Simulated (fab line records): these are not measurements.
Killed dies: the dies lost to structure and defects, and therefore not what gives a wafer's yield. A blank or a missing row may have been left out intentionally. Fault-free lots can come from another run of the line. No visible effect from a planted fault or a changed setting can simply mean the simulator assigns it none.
Which tool is to blame? / flow n5_finfet / 12 lots, 34 wafers sampled, at 4 steps of a route of 1938

== WHAT THE GAUGES READ, wafer by wafer ==
N5_MIM_TOP_LITHO_CD_MEAS_08: target cd 2000 nm. Usual: cd_nm at 2000.7 nm, with a standard deviation of 2.6.
lot=L708; measured=day 12 09:31; on=cd_sem-01; cd_nm (nm)=1999.1 2002.0 1997.2; flag=
lot=L709; measured=day 12 17:13; on=cd_sem-03; cd_nm (nm)=2000.5 2000.6 2001.7; flag=
lot=L710; measured=day 13 10:42; on=cd_sem-02; cd_nm (nm)=1999.2 1998.3 2000.3; flag=
lot=L715; measured=day 13 22:43; on=cd_sem-01; cd_nm (nm)=1999.2 2000.8 1999.2; flag=
lot=L713; measured=day 14 03:09; on=cd_sem-02; cd_nm (nm)=2003.0 2001.2 1999.1; flag=
lot=L711; measured=day 14 03:28; on=cd_sem-01; cd_nm (nm)=2001.0 2003.3; flag=
lot=L722; measured=day 15 21:48; on=cd_sem-01; cd_nm (nm)=2001.5 1999.3 2000.2; flag=
lot=L725; measured=day 16 09:19; on=cd_sem-01; cd_nm (nm)=1998.6 1999.1 1996.7; flag=
lot=L723; measured=day 16 04:42; on=cd_sem-02; cd_nm (nm)=2002.6 2000.4 2003.8; flag=
lot=L724; measured=day 16 22:17; on=cd_sem-01; cd_nm (nm)=2004.5 1999.7 2002.9; flag=
lot=L726; measured=day 17 00:05; on=cd_sem-03; cd_nm (nm)=2000.4 1997.2; flag=
lot=L731; measured=day 18 03:40; on=cd_sem-03; cd_nm (nm)=2001.8 2003.4 2005.2; flag=

N5_PASSIVATION_OVL_MEAS_66. Usual: PASS_OPEN_OVL typically reads 1 nm, with standard deviation 5.8.
lot=L708; measured=day 12 15:48; on=overlay-02; PASS_OPEN_OVL (nm)=-4 4 -2; flag=
lot=L709; measured=day 13 02:09; on=overlay-01; PASS_OPEN_OVL (nm)=5 -2 -2; flag=
lot=L710; measured=day 13 17:50; on=overlay-01; PASS_OPEN_OVL (nm)=-3 5 8; flag=
lot=L715; measured=day 14 07:30; on=overlay-02; PASS_OPEN_OVL (nm)=1 9 8; flag=
lot=L713; measured=day 14 09:43; on=overlay-01; PASS_OPEN_OVL (nm)=2 -2 11; flag=
lot=L711; measured=day 14 10:05; on=overlay-02; PASS_OPEN_OVL (nm)=-3 -5; flag=
lot=L722; measured=day 16 06:38; on=overlay-01; PASS_OPEN_OVL (nm)=4 7 0; flag=
lot=L725; measured=day 16 15:07; on=overlay-02; PASS_OPEN_OVL (nm)=9 5 5; flag=
lot=L723; measured=day 16 11:10; on=overlay-01; PASS_OPEN_OVL (nm)=4 2 -3; flag=
lot=L724; measured=day 17 04:50; on=overlay-02; PASS_OPEN_OVL (nm)=2 -10 -4; flag=
lot=L726; measured=day 17 08:47; on=overlay-01; PASS_OPEN_OVL (nm)=11 1; flag=
lot=L731; measured=day 18 10:53; on=overlay-02; PASS_OPEN_OVL (nm)=-7 8 -4; flag=

== TOOL THAT RAN EACH LOT (tool first, then ch and the chambers of the sampled wafers, then the start) ==
lot=L708; N5_BEOL_M5_SPUTTER_83=pvd_sputter-02, day 8 17:15; N5_MIM_BOT_ETCH_ETCH_03=rie_metal-03 ch 0,1, day 12 10:44
lot=L709; N5_BEOL_M5_SPUTTER_83=pvd_sputter-01, day 8 21:24; N5_MIM_BOT_ETCH_ETCH_03=rie_metal-03 ch 1, day 12 18:19
lot=L710; N5_BEOL_M5_SPUTTER_83=pvd_sputter-01, day 9 22:01; N5_MIM_BOT_ETCH_ETCH_03=rie_metal-02 ch 0,1, day 13 11:44
lot=L715; N5_BEOL_M5_SPUTTER_83=pvd_sputter-01, day 10 03:41; N5_MIM_BOT_ETCH_ETCH_03=rie_metal-02 ch 0,1, day 14 00:08
lot=L713; N5_BEOL_M5_SPUTTER_83=pvd_sputter-03, day 10 09:11; N5_MIM_BOT_ETCH_ETCH_03=rie_metal-03 ch 0,1, day 14 04:26
lot=L711; N5_BEOL_M5_SPUTTER_83=pvd_sputter-01, day 10 11:10; N5_MIM_BOT_ETCH_ETCH_03=rie_metal-01 ch 0, day 14 04:34
lot=L722; N5_BEOL_M5_SPUTTER_83=pvd_sputter-01, day 12 14:32; N5_MIM_BOT_ETCH_ETCH_03=rie_metal-02 ch 0,1, day 15 22:58
lot=L725; N5_BEOL_M5_SPUTTER_83=pvd_sputter-03, day 12 15:38; N5_MIM_BOT_ETCH_ETCH_03=rie_metal-02 ch 1, day 16 10:37
lot=L723; N5_BEOL_M5_SPUTTER_83=pvd_sputter-01, day 12 20:47; N5_MIM_BOT_ETCH_ETCH_03=rie_metal-02 ch 0,1, day 16 05:50
lot=L724; N5_BEOL_M5_SPUTTER_83=pvd_sputter-01, day 13 02:15; N5_MIM_BOT_ETCH_ETCH_03=rie_metal-03 ch 0,1, day 16 23:40
lot=L726; N5_BEOL_M5_SPUTTER_83=pvd_sputter-03, day 13 12:35; N5_MIM_BOT_ETCH_ETCH_03=rie_metal-01 ch 0,1, day 17 01:04
lot=L731; N5_BEOL_M5_SPUTTER_83=pvd_sputter-03, day 14 10:47; N5_MIM_BOT_ETCH_ETCH_03=rie_metal-03 ch 0,1, day 18 04:47
- N5_BEOL_M5_SPUTTER_83: material Cu, target thk 15 nm, time 27.62 s.
- N5_MIM_BOT_ETCH_ETCH_03: etches the open film in Cl2/BCl3, target depth 12 nm.

== WHAT THE TOOLS THEMSELVES READ (means of the sampled wafers that have a number; where no wafer has one, the mark that the record gives instead) ==
N5_BEOL_M5_SPUTTER_83. Usual: throttle_valve_pct at 29.9 %, with a standard deviation of 0.86.
lot=L708; tool=pvd_sputter-02; throttle_valve_pct (%)=29.5; flag=
lot=L709; tool=pvd_sputter-01; throttle_valve_pct (%)=30.0; flag=
lot=L710; tool=pvd_sputter-01; throttle_valve_pct (%)=30.2; flag=
lot=L715; tool=pvd_sputter-01; throttle_valve_pct (%)=30.1; flag=
lot=L713; tool=pvd_sputter-03; throttle_valve_pct (%)=30.3; flag=
lot=L711; tool=pvd_sputter-01; throttle_valve_pct (%)=30.1; flag=
lot=L722; tool=pvd_sputter-01; throttle_valve_pct (%)=30.0; flag=
lot=L725; tool=pvd_sputter-03; throttle_valve_pct (%)=30.9; flag=
lot=L723; tool=pvd_sputter-01; throttle_valve_pct (%)=29.8; flag=
lot=L724; tool=pvd_sputter-01; throttle_valve_pct (%)=29.7; flag=
lot=L726; tool=pvd_sputter-03; throttle_valve_pct (%)=30.9; flag=
lot=L731; tool=pvd_sputter-03; throttle_valve_pct (%)=30.2; flag=

N5_MIM_BOT_ETCH_ETCH_03. Usual: drypump_motor_current_A 5.7 A, standard deviation 0.33; oes_product_au 0.87 a.u., standard deviation 0.078; throttle_valve_pct 27.58 %, standard deviation 0.24.
lot=L708; tool=rie_metal-03; drypump_motor_current_A (A)=5.5; oes_product_au (a.u.)=0.88; throttle_valve_pct (%)=27.73; flag=
lot=L709; tool=rie_metal-03; drypump_motor_current_A (A)=5.3; oes_product_au (a.u.)=0.92; throttle_valve_pct (%)=27.73; flag=
lot=L710; tool=rie_metal-02; drypump_motor_current_A (A)=5.8; oes_product_au (a.u.)=0.91; throttle_valve_pct (%)=27.67; flag=
lot=L715; tool=rie_metal-02; drypump_motor_current_A (A)=5.8; oes_product_au (a.u.)=0.93; throttle_valve_pct (%)=27.59; flag=
lot=L713; tool=rie_metal-03; drypump_motor_current_A (A)=5.7; oes_product_au (a.u.)=0.81; throttle_valve_pct (%)=27.73; flag=
lot=L711; tool=rie_metal-01; drypump_motor_current_A (A)=6.2; oes_product_au (a.u.)=0.90; throttle_valve_pct (%)=27.02; flag=
lot=L722; tool=rie_metal-02; drypump_motor_current_A (A)=5.8; oes_product_au (a.u.)=0.87; throttle_valve_pct (%)=27.67; flag=
lot=L725; tool=rie_metal-02; drypump_motor_current_A (A)=5.8; oes_product_au (a.u.)=0.92; throttle_valve_pct (%)=27.50; flag=
lot=L723; tool=rie_metal-02; drypump_motor_current_A (A)=5.8; oes_product_au (a.u.)=0.91; throttle_valve_pct (%)=27.60; flag=
lot=L724; tool=rie_metal-03; drypump_motor_current_A (A)=5.5; oes_product_au (a.u.)=0.81; throttle_valve_pct (%)=27.75; flag=
lot=L726; tool=rie_metal-01; drypump_motor_current_A (A)=5.6; oes_product_au (a.u.)=0.91; throttle_valve_pct (%)=27.22; flag=
lot=L731; tool=rie_metal-03; drypump_motor_current_A (A)=5.7; oes_product_au (a.u.)=0.76; throttle_valve_pct (%)=27.75; flag=

== THE ANSWER, worked out from the rows above alone ==
Rule: lot off if the mean of its wafers having a number is beyond 3 standard deviations from the usual mean. A lot without any number at a reading at which 4 lots or more have one is off too. The other lots that the step has rows for count as sound. Order of review: gauges by route order, followed by the tools' own readings, for which a lot's mean as printed above is used. The first step at which some lot is off is used, and at that step the reading that is off furthest; a lot without a number counts as furthest.
Nothing can be told from this: no lot is off at any reading shown.

== WHAT THE SIMULATOR HAD INSERTED ==
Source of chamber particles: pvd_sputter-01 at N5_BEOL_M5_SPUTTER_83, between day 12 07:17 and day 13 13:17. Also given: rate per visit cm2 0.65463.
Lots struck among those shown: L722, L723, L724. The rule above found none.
